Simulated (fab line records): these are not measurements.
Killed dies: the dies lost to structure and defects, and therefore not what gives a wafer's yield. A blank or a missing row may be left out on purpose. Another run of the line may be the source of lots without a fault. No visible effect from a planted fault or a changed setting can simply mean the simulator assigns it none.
Struck lot and sound lot, side by side    flow n5-finfet    36 steps out of a route of 1938
Sound: the wafers L525.3, L525.5, L525.6. Wafers struck: L530.1, L530.3, L530.4. The cause comes at the end.
For every step that has rows: the tool of each side, followed by ch and its chambers, followed by its first start. Under that, the readings that differ: sound wafers    struck wafers    difference of the means    sigmas: that difference in standard deviations of wafers without a fault.
alike: readings whose means differ by less than 2 such deviations, and words and numbers that are the same on both sides. not compared: withheld readings, readings that some wafer has no value for, bounds like >300 that may hide the same value, and numbers for which the record gives no deviation and whose values overlap.
A row with sigmas, a row that says differs or no value, or rows on one side alone: a step with any of these is where the two part. When numbers do not overlap yet have no deviation, they are printed without sigmas and do not part them. A reading that every wafer of one side lacks parts them only if that side has two wafers or more.

first, 12 steps without rows for these wafers: N5_BEOL_M2_SPUTTER_81 (material Cu, target thk 4.5 nm, time 8.29 s); N5_BEOL_M2_ANNEAL_82 (time 240 s); N5_BEOL_M2_SPUTTER_86 (material Cu, target thk 4.5 nm, time 8.29 s); N5_BEOL_M2_ANNEAL_87 (time 240 s); N5_BEOL_M2_SPUTTER_88 (material Cu, target thk 4.5 nm, time 8.29 s); N5_BEOL_M2_ANNEAL_89 (time 240 s); N5_BEOL_M2_SPUTTER_90 (material Cu, target thk 4.5 nm, time 8.29 s); N5_BEOL_M2_ANNEAL_91 (time 240 s); N5_BEOL_M2_SPUTTER_92 (material Cu, target thk 4.5 nm, time 8.29 s); N5_BEOL_M2_ANNEAL_93 (time 240 s); N5_BEOL_M2_SPUTTER_94 (material Cu, target thk 4.5 nm, time 8.29 s); N5_BEOL_M2_ANNEAL_95 (time 240 s).
N5_BEOL_M2_SPUTTER_96: material Cu, target thk 4.5 nm, time 8.29 s.
  sound: pvd-sputter-03 at day 9 14:35; struck: pvd-sputter-03 at day 10 22:26
  alike: throttle-valve-pct
then, 22 steps without rows for these wafers: N5_BEOL_M2_ECD_50 (material Cu, target thk 300 nm); N5_BEOL_M2_ANNEAL_51 (time 90 s); N5_BEOL_M2_CMP_52 (polishes, stops on SiOC, t overpolish 6.8 s, target thk 40 nm); N5_BEOL_M2_PRE_CLEAN_60 (time 15 s); N5_BEOL_M2_CO_CAP_55 (material Co, precursor CCTBA/H2, target thk 2 nm, time 102.1 s); N5_BEOL_M2_PRE_CLEAN_56 (time 15 s); N5_BEOL_M2_DEP_57 (deposits SiCN from 3MS/NH3, target thk 8 nm, time 14 s); N5_BEOL_M3_ILD_DEP_00 (deposits SiOC from DEMS/O2, target thk 79 nm, time 15.3 s); N5_BEOL_M3_PECVD_72 (deposits SiO2 from TEOS/O2, target thk 16 nm, time 18 s); N5_BEOL_M3_HM_DEP_02 (deposits TiN, target thk 20 nm); N5_BEOL_M3_COAT_61 (time 60 s, resist thk 60 nm); N5_BEOL_M3_COAT_62 (time 60 s, resist thk 12 nm); N5_BEOL_M3_COAT_73 (time 60 s, resist thk 5 nm); N5_BEOL_M3_COAT_05 (resist thk 30 nm); N5_BEOL_M3_EBR_07; N5_BEOL_M3_SOFTBAKE_06 (time 60 s); N5_BEOL_M3_EXPOSE_08 (exposes mask M3); N5_BEOL_M3_PEB_09 (peb time 60 s); N5_BEOL_M3_DEVELOP_10 (develop time 30 s); N5_BEOL_M3_DESCUM_16 (chemistry O2, time 7 s); N5_BEOL_M3_ETCH_74 (etches underlayer in N2/H2, target depth 6.5 nm, time 5.2 s); N5_BEOL_M3_ETCH_63 (etches SiARC in CF4, target depth 15.6 nm, time 26 s).
-- the record jumps here: 5 days lie between the struck wafers' starts before and after (it left off in module BEOL_M3 and takes up again in module PASSIVATION, whose first step shown is number 1936 of the route) --
N5_PASSIVATION_PROBE_49:
  the record has rows for the struck wafers here (prober-01, day 15 22:44) and none for the sound ones

WHERE THEY PART
N5_PASSIVATION_PROBE_49 only, going by this record.

WHY: whatever the simulator had introduced
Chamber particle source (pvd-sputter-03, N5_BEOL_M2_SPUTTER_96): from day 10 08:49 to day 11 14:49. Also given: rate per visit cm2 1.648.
